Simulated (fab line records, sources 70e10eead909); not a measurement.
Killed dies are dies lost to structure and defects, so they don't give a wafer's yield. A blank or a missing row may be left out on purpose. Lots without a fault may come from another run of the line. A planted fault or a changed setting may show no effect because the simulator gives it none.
Chamber matching | flow nand_harc | NHARC_P_M2_STRIP_18 on rie_diel-12: 4 sister chambers
The step strips in N2/H2. 24 wafers are shown with their chamber, then 12 later ones without.

WAFERS WITH THEIR CHAMBER
wafer  | chamber | drypump_motor_current_A (A) | oes_product_au (a.u.) | chamber_pressure_mTorr (mTorr)
L074.3 | 3       | 6.0                         | 1.007                 | 30.01
L074.4 | 0       | 6.0                         | 0.984                 | 30.04
L074.6 | 1       | 5.2                         | 1.007                 | 29.97
L075.3 | 0       | 6.1                         | 0.989                 | 29.99
L075.4 | 2       | 5.5                         | 1.006                 | 29.99
L075.5 | 1       | 5.2                         | 1.002                 | 29.98
L077.1 | 0       | 6.0                         | 0.994                 | 30.00
L077.4 | 3       | 6.0                         | 1.010                 | 29.99
L077.6 | 3       | 6.0                         | 0.992                 | 30.00
L084.4 | 3       | 6.0                         | 1.007                 | 30.02
L084.5 | 2       | 5.5                         | 0.996                 | 30.02
L084.6 | 1       | 5.2                         | 1.009                 | 30.00
L086.3 | 0       | 6.0                         | 0.986                 | 30.00
L086.5 | 2       | 5.5                         | 0.985                 | 30.02
L086.6 | 3       | 5.9                         | 1.004                 | 30.01
L089.1 | 1       | 5.2                         | 0.988                 | 29.95
L089.3 | 3       | 5.9                         | 1.004                 | 29.99
L089.6 | 0       | 6.0                         | 1.000                 | 29.98
L090.3 | 3       | 5.9                         | 1.002                 | 30.00
L090.4 | 2       | 5.5                         | 1.001                 | 30.00
L090.5 | 3       | 5.9                         | 0.998                 | 30.00
L091.3 | 0       | 6.0                         | 0.987                 | 30.03
L091.5 | 2       | 5.5                         | 1.005                 | 29.97
L091.6 | 1       | 5.3                         | 0.997                 | 29.98

SIGNATURES (means of the wafers above)
reading                 | chamber 0 | chamber 1 | chamber 2 | chamber 3 | scatter within a chamber
drypump_motor_current_A | 6.017     | 5.220     | 5.500     | 5.950     | 0.0426
oes_product_au          | 0.99000   | 1.00060   | 0.99860   | 1.00300   | 0.00702
chamber_pressure_mTorr  | 30.0067   | 29.9760   | 30.0000   | 30.0025   | 0.0182
Rule: a wafer's distance from a chamber is the root of the sum, over the readings, of the square of ((its reading less the chamber's mean) divided by the reading's scatter). The wafer belongs to the nearest chamber; if the next one is less than 2 further off, it can't be placed. The scatter: the root of (the sum of the squares of (reading less its chamber's mean) over the shown wafers, divided by (wafers less chambers)).

WAFERS WITHOUT THEIR CHAMBER
wafer  | drypump_motor_current_A (A) | oes_product_au (a.u.) | chamber_pressure_mTorr (mTorr)
L093.1 | 5.5                         | 1.001                 | 29.96
L093.2 | 6.0                         | 1.006                 | 30.04
L093.6 | 5.2                         | 0.998                 | 30.06
L094.2 | 5.3                         | 1.001                 | 30.02
L094.3 | 5.5                         | 0.998                 | 30.05
L094.6 | 5.2                         | 0.991                 | 30.01
L095.2 | 6.0                         | 1.004                 | 29.98
L095.3 | 5.9                         | 1.001                 | 30.01
L095.4 | 5.5                         | 1.002                 | 30.02
L096.1 | 5.5                         | 1.004                 | 30.03
L096.2 | 5.9                         | 1.004                 | 30.02
L096.3 | 6.0                         | 0.999                 | 29.99

WHICH CHAMBER EACH WENT THROUGH
wafer  | from the rows above     | in truth
L093.1 | 2                       | 2
L093.2 | can't be placed: 3 or 0 | 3
L093.6 | 1                       | 1
L094.2 | can't be placed: 1 or 2 | 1
L094.3 | 2                       | 2
L094.6 | 1                       | 1
L095.2 | can't be placed: 3 or 0 | 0
L095.3 | can't be placed: 3 or 0 | 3
L095.4 | 2                       | 2
L096.1 | 2                       | 2
L096.2 | can't be placed: 3 or 0 | 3
L096.3 | can't be placed: 3 or 0 | 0
Placed correctly: 6 of 12. Can't be placed from these rows: 6 (the true chamber is among the candidates in 6). Placed wrongly: 0.
